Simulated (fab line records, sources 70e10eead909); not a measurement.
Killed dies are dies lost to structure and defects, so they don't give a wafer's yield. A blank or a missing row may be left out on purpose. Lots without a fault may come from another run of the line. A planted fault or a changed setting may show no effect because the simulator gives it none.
A struck lot beside a sound one | flow nand_harc | 16 steps out of a route of 1302
Sound: wafers L553.3, L553.4, L553.5. Struck: wafers L558.1, L558.5. (L558.2 of the same lot was not struck and is left out.) The cause comes at the end.
At each step with rows: each side's tool, then ch and its chambers, then its first start. Under that, the readings that differ: sound wafers | struck wafers | difference of the means | sigmas: that difference in standard deviations of wafers without a fault.
alike: readings whose means differ by less than 2 such deviations, and words and numbers that are the same on both sides. not compared: withheld readings, readings that some wafer has no value for, bounds like >300 that may hide the same value, and numbers for which the record gives no deviation and whose values overlap.
The two part at a step that has a row with sigmas, a row that says differs or no value, or rows on one side only. Numbers that don't overlap but have no deviation are shown without sigmas and don't part them. A reading that every wafer of one side lacks parts them only if that side has two wafers or more.

NHARC_A_M1_INSPECT_11:
  sound on defect_inspect-01, day 25 04:59; struck on defect_inspect-02, day 26 23:18
  reading          | sound    | struck  | difference | sigmas
  raw_defect_count | 33 25 14 | 116 114 | +91        | +2
then, 3 steps without rows for these wafers: NHARC_A_M1_DESCUM_14 (chemistry O2, time 3 s); NHARC_A_M1_ETCH_35 (etches the open film in N2/H2, target depth 40 nm, overetch 12 nm, time 43.94 s); NHARC_A_M1_ETCH_15 (etches the open film in C4F8/Ar, target depth 182.5 nm, time 91.2 s).
NHARC_A_M1_CD_MEAS_16:
  sound on cd_sem-01, day 25 05:21; struck on cd_sem-01, day 26 23:40
  alike: cd_nm
NHARC_A_M1_STRIP_18: strips in N2/H2.
  sound on rie_diel-01 ch 0,2,3, day 25 05:28; struck on rie_diel-02 ch 0,1, day 26 23:44
  alike: chamber_pressure_mTorr, drypump_motor_current_A, oes_product_au, rf_vpp_V, showerhead_plenum_p_Torr, throttle_valve_pct
  not compared: rf_hours_counter_h
NHARC_A_M1_ETCH_28: etches the open film in CF4/N2, target depth 30 nm, time 72.99 s.
  sound on rie_diel-01 ch 1,2,3; struck on rie_diel-02 ch 2
  alike: chamber_pressure_mTorr, drypump_motor_current_A, oes_product_au, rf_vpp_V, showerhead_plenum_p_Torr, throttle_valve_pct
  not compared: rf_hours_counter_h
then, 2 steps without rows for these wafers: NHARC_A_M1_STRIP_19 (strips in post etch residue remover, time 600 s); NHARC_A_M1_DEGAS_29 (time 60 s).
NHARC_A_M1_PRE_CLEAN_30: time 30 s.
  sound on pvd_sputter-02; struck on pvd_sputter-03
  alike: heater_power_w
then, 1 step without rows for these wafers: NHARC_A_M1_PVD_20 (deposits TaN, target thk 5 nm, time 8.06 s).
NHARC_A_M1_PVD_21: deposits Cu, target thk 30 nm, time 20.49 s.
  sound on pvd_sputter-02; struck on pvd_sputter-03
  reading                | sound          | struck    | difference | sigmas
  throttle_valve_pct (%) | 31.7 32.5 32.3 | 28.7 29.2 | -3.2       | -3
  alike: cathode_dc_power_W
NHARC_A_M1_ECD_22: material Cu, target thk 400 nm.
  sound on ecd_cu-01 ch 0,1, day 25 06:31; struck on ecd_cu-01 ch 1, day 27 00:48
  alike: bath_heat_duty_pct
NHARC_A_M1_ANNEAL_31: time 90 s.
  sound on rtp_anneal-01 ch 0, day 25 06:55; struck on rtp_anneal-01 ch 0, day 27 01:11
  alike: wafer_temp_C_max
NHARC_A_M1_CMP_23: polishes, t overpolish 20 s, target thk 154.34 nm.
  sound on cmp-04 ch 1,2,3, day 25 07:11; struck on cmp-01 ch 1, day 27 01:32
  reading                | sound          | struck    | difference | sigmas
  time_to_endpoint_s (s) | 28.8 26.9 24.8 | 13.1 11.2 | -14.7      | -6
  alike: motor_current_A, slurry_flow_ml_min
NHARC_A_M1_THK_MEAS_24: measures by xrf.
  sound on film_metro-01, day 25 07:28; struck on film_metro-01, day 27 01:50
  alike: thk_nm

WHERE THEY PART
First at NHARC_A_M1_INSPECT_11; last, within this record, at NHARC_A_M1_CMP_23. Later steps at which nothing parts them and some readings are alike: NHARC_A_M1_THK_MEAS_24.

WHY: what the simulator had put in
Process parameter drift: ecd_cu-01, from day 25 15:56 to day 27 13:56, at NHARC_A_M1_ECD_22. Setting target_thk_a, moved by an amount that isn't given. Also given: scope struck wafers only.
